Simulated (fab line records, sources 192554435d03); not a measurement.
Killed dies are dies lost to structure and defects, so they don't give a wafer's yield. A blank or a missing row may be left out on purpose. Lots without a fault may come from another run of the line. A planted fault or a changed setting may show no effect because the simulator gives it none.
A struck lot beside a sound one | flow n5_finfet | 15 steps out of a route of 1938
Sound: wafers L556.3, L556.4, L556.6. Struck: wafers L558.1, L558.3, L558.5. The cause comes at the end.
At each step with rows: each side's tool, then ch and its chambers, then its first start. Under that, the readings that differ: sound wafers | struck wafers | difference of the means | sigmas: that difference in standard deviations of wafers without a fault.
alike: readings whose means differ by less than 2 such deviations, and words and numbers that are the same on both sides. not compared: withheld readings, readings that some wafer has no value for, bounds like >300 that may hide the same value, and numbers for which the record gives no deviation and whose values overlap.
The two part at a step that has a row with sigmas, a row that says differs or no value, or rows on one side only. Numbers that don't overlap but have no deviation are shown without sigmas and don't part them. A reading that every wafer of one side lacks parts them only if that side has two wafers or more.

first, 3 steps without rows for these wafers: N5_SDB_PRECLEAN_38 (cleans in dHF, time 10 s); N5_SDB_PRECLEAN_39 (cleans in O3/DIW, time 45 s); N5_SDB_SRD_28 (time 30 s).
N5_SDB_ALD_29: deposits SiNx, target thk 30 nm, pulse time 1 s, ald cycles 600.
  sound on ald_sin-02 ch 0,1,3, day 6 07:52; struck on ald_sin-01 ch 0,3, day 7 01:14
  alike: heater_power_w, precursor_pulse_height_rel
N5_SDB_CMP_30: polishes, stops on poly-Si, t overpolish 1.54 s, target thk 30 nm.
  sound on cmp-01 ch 0,1,3, day 6 10:38; struck on cmp-03 ch 0,1,3, day 7 04:04
  alike: motor_current_A, overpolish_run_s, time_to_endpoint_s
N5_SDB_THK_MEAS_31:
  sound on film_metro-01, day 6 10:54; struck on film_metro-02, day 7 04:21
  alike: SDB_THK
N5_SDB_INSPECT_36: inspects for defects (darkfield).
  sound on defect_inspect-01, day 6 10:56; struck on defect_inspect-01, day 7 04:23
  reading          | sound     | struck   | difference | sigmas
  raw_defect_count | 105 74 56 | 24 59 24 | -43        | -2
N5_DUMMY_REMOVAL_HM_STRIP_01: strips SiNx in CH3F/O2, stops on poly-Si, target depth 4 nm, time 6.8 s.
  sound on rie_diel-01 ch 0,1, day 6 10:58; struck on rie_diel-03 ch 0,1,3, day 7 04:25
  alike: drypump_motor_current_A, oes_product_au, rf_vpp_V, showerhead_plenum_p_Torr, throttle_valve_pct
  not compared: rf_hours_counter_h
N5_DUMMY_REMOVAL_STRIP_10: strips in N2/H2, time 40 s.
  sound on rie_diel-01 ch 0,1, day 6 11:00; struck on rie_diel-03 ch 0,1,3, day 7 04:26
  alike: bias_power_w, drypump_motor_current_A, oes_product_au, rf_vpp_V, showerhead_plenum_p_Torr, throttle_valve_pct
  not compared: rf_hours_counter_h
then, 2 steps without rows for these wafers: N5_DUMMY_REMOVAL_PRECLEAN_07 (cleans in dHF, time 30 s); N5_DUMMY_REMOVAL_DUMMY_REMOVE_02 (chemistry TMAH, target poly-Si, stops on SiO2, target depth 142 nm, time 57 s, rinse time 30 s).
N5_DUMMY_REMOVAL_INSPECT_06: inspects for defects (brightfield).
  sound on defect_inspect-02, day 6 11:10; struck on defect_inspect-02, day 7 04:37
  alike: raw_defect_count
N5_DUMMY_REMOVAL_PRECLEAN_08: cleans in NF3:NH3, afs cycles 2, time 20 s, sublimation time 60 s.
  sound on remote_plasma-02 ch 1, day 6 11:15; struck on remote_plasma-01 ch 1, day 7 04:47
  no value came back on the struck wafers for afs_cycles, pressure_torr (Torr); on the sound wafers afs_cycles reads 2 2 2
  reading                                     | sound | struck | difference | sigmas
  model.SiO2_of_DUMMY_GATE_ALD_02.thk_nm (nm) | 0 0 0 | 2 2 2  | +2         |
then, 1 step without rows for these wafers: N5_DUMMY_REMOVAL_PRECLEAN_04 (cleans in DHF, time 37 s).
N5_PASSIVATION_PROBE_49:
  the record has rows for the sound wafers here (prober-02, day 14 17:00) and none for the struck ones

WHERE THEY PART
First at N5_SDB_INSPECT_36; last, within this record, at N5_PASSIVATION_PROBE_49.

WHY: what the simulator had put in
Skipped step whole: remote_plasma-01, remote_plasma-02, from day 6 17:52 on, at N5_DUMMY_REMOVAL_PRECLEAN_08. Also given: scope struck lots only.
